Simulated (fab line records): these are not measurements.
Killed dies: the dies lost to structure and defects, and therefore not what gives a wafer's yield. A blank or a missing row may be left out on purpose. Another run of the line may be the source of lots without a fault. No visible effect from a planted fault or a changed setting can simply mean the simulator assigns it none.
Chamber matching    flow nand-harc    NHARC_A_M0_DEP_32 on pecvd-02 has 3 sister chambers
The step deposits SiCN, target thk 30 nm. 30 wafers are shown with their chamber, then 12 later ones without.

== WAFERS, EACH WITH ITS CHAMBER ==
wafer   chamber  heater-power-w (W)
L075.1  2        725
L075.2  0        622
L075.6  2        714
L078.1  2        682
L078.2  1        541
L078.6  1        535
L074.3  2        700
L074.4  2        687
L074.5  1        541
L081.1  0        597
L081.2  1        547
L081.4  2        699
L080.2  2        720
L080.3  0        595
L080.4  0        610
L085.1  2        641
L085.2  1        560
L085.5  2        670
L086.2  2        707
L086.3  1        551
L086.5  1        547
L087.2  1        577
L087.5  2        691
L087.6  0        647
L088.2  0        668
L088.3  1        516
L088.5  1        519
L093.2  1        600
L093.4  1        585
L093.5  1        487

SIGNATURES (averages over the wafers above)
reading         chamber 0  chamber 1  chamber 2  scatter within a chamber
heater-power-w  623.17     546.62     694.18     27.9
Rule: a wafer lies at a distance from a chamber equal to the root of the sum of squares, over the readings, of (its reading less the chamber's mean, divided by the reading's scatter). If the next closest chamber is less than 2 further off than the closest, the wafer can't be placed; otherwise it belongs to the closest. The scatter is the square root of a quotient: the sum, over the shown wafers, of each reading's squared deviation from its chamber's mean, divided by wafers minus chambers.

== WAFERS WITH NO CHAMBER GIVEN ==
wafer   heater-power-w (W)
L095.1  642
L095.3  593
L095.5  603
L096.1  503
L096.3  739
L096.4  755
L094.1  710
L094.3  725
L094.4  712
L097.3  676
L097.4  689
L097.6  535

== WHICH CHAMBER EACH WENT THROUGH ==
wafer    from the rows above       in truth
L095.1   can't be placed: 0 or 2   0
L095.3   can't be placed: 0 or 1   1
L095.5   can't be placed: 0 or 1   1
L096.1   1                         1
L096.3   2                         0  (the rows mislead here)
L096.4   2                         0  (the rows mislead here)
L094.1   2                         2
L094.3   2                         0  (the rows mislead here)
L094.4   2                         2
L097.3   can't be placed: 2 or 0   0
L097.4   2                         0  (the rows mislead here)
L097.6   1                         1
Placed correctly: 4 of 12. Unplaceable from these rows: 4, with the true chamber sitting among the candidates in 4. Placed wrongly: 4.
